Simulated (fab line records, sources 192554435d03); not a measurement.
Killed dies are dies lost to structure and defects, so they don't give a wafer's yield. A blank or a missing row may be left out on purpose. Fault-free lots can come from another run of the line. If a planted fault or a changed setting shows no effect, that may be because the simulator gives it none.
A lot that was struck, set against a sound lot | flow n5_finfet | 16 out of 1938 route steps
Sound: wafers L928.1, L928.3, L928.5. The struck wafers were L919.1, L919.2, L919.3. Last of all comes the cause.
Per side, at each step with rows, come the tool, then ch with its chambers, and then its first start. Under that, the readings that differ: sound wafers | struck wafers | difference of the means | sigmas: that difference in standard deviations of wafers without a fault.
alike: a reading whose means differ by less than 2 such deviations, as well as words and numbers matching on both sides. not compared: withheld readings; readings where some wafer has no value; bounds like >300 that might hide an equal value; numbers whose values overlap and for which the record gives no deviation.
Wherever a step has rows on one side only, a row that says differs or no value, or a row with sigmas, the two part there. Numbers that don't overlap but have no deviation are shown without sigmas and don't part them. A reading that every wafer of one side lacks parts them only if that side has two wafers or more.

first, 10 steps without rows for these wafers: N5_BEOL_M1_DESCUM_33 (chemistry O2, time 7 s); N5_BEOL_M1_ETCH_77 (etches underlayer in N2/H2, target depth 6.5 nm, time 5.2 s); N5_BEOL_M1_ETCH_69 (etches SiARC in CF4, target depth 15.6 nm, time 26 s); N5_BEOL_M1_ALD_98 (deposits SiO2, target thk 2.5 nm, pulse time 1 s, co reactant pulse time 1 s); N5_BEOL_M1_ETCHBACK_99 (etches SiO2 in CHF3, target depth 5 nm, time 10.4 s); N5_BEOL_M1_ETCH_70 (etches SOC in N2/H2, target depth 80 nm, overetch 16 nm, time 120 s); N5_BEOL_M1_STRIP_71 (strips in N2/H2); N5_BEOL_M1_STRIP_78 (strips in N2/H2); N5_BEOL_M1_VIA_ETCH_34 (etches the open film in C4F6/O2, target depth 67.8 nm, time 64.4 s); N5_BEOL_M1_STRIP_83 (strips in C4F6/O2).
N5_BEOL_M1_STRIP_36: strips in N2/H2.
  sound on rie_diel-06 ch 1,2, day 11 08:11; struck on rie_diel-01 ch 0,1,2, day 8 07:45
  no value came back on the struck wafers for any of 8 readings (bias_power_w (W), chamber_pressure_mTorr (mTorr) and others); on the sound wafers bias_power_w (W) reads 6.983 6.996 6.974
  reading                                  | sound | struck       | difference | sigmas
  model.SOC_of_BEOL_M1_COAT_67.thk_nm (nm) | 0 0 0 | 52.2 52 52.2 | +52.1      |
  model.SiO2_of_BEOL_M1_ALD_98.thk_nm (nm) | 0 0 0 | 2.6 2.6 2.4  | +2.5       |
  not compared: rf_hours_counter_h
then, 1 step without rows for these wafers: N5_BEOL_M1_TRENCH_ETCH_37 (etches SiOC in C4F6/O2, target depth 55.207 nm, time 29 s).
N5_BEOL_M1_ETCH_41: etches SiCN in CH3F/O2, target depth 31.9 nm, time 57.8 s.
  sound on rie_diel-06 ch 1,2; struck on rie_diel-01 ch 0,1,2, day 8 07:49
  reading                                  | sound | struck         | difference | sigmas
  model.SOC_of_BEOL_M1_COAT_67.thk_nm (nm) | 0 0 0 | 33.8 33.6 34.4 | +33.9      |
  alike: CH3F_flow_sccm, drypump_motor_current_A, mfc_ar_sccm, oes_product_au, rf_fwd_power_W, rf_vpp_V, showerhead_plenum_p_Torr, throttle_valve_pct
  not compared: rf_hours_counter_h
then, 1 step without rows for these wafers: N5_BEOL_M1_STRIP_97 (strips in N2/H2, time 10 s).
N5_BEOL_M4_RC_MEAS_101:
  the record has rows for the sound wafers here (prober-02 ch 0, day 12 17:52) and none for the struck ones
-- here the record skips 6 days between the struck wafers' starts before and after, leaving off in module BEOL_M4 and picking up in module PASSIVATION (first step shown: number 1936 of the route) --
N5_PASSIVATION_PROBE_49:
  sound: prober-02 at day 17 10:34; struck: prober-01 at day 14 09:35
  reading                  | sound          | struck         | difference | sigmas
  defect_limited_yield (%) | 91.3 92.1 93.8 | 0 0 0          | -92        | -66
  killed_at_M0_to_M3       | 30 20 29       | 1116 1127 1116 | +1093      | +99 or more
  killed_dies              | 103 93 73      | 1180 1180 1180 | +1090      | +64
  killed_on_rim            | 7 13 10        | 152 152 152    | +142       | +34
  sort_bin_5_function (%)  | 5.2 4.4 3.9    | 96.5 96.9 97.0 | +92.3      | +99 or more
  sort_n_pass              | 1077 1087 1107 | 0 0 0          | -1090      | -27
  sort_yield_pct (%)       | 91 92 94       | 0 0 0          | -92        | -26
  alike: killed_at_M4_up, killed_at_contacts, killed_at_front_end, killed_at_other, killed_open, killed_short, sort_bin_6_memory, sort_bin_8_speed

## WHERE THEY PART
Earliest at N5_BEOL_M1_STRIP_36; latest, in this record, at N5_PASSIVATION_PROBE_49.

WHY: what the simulator had put in
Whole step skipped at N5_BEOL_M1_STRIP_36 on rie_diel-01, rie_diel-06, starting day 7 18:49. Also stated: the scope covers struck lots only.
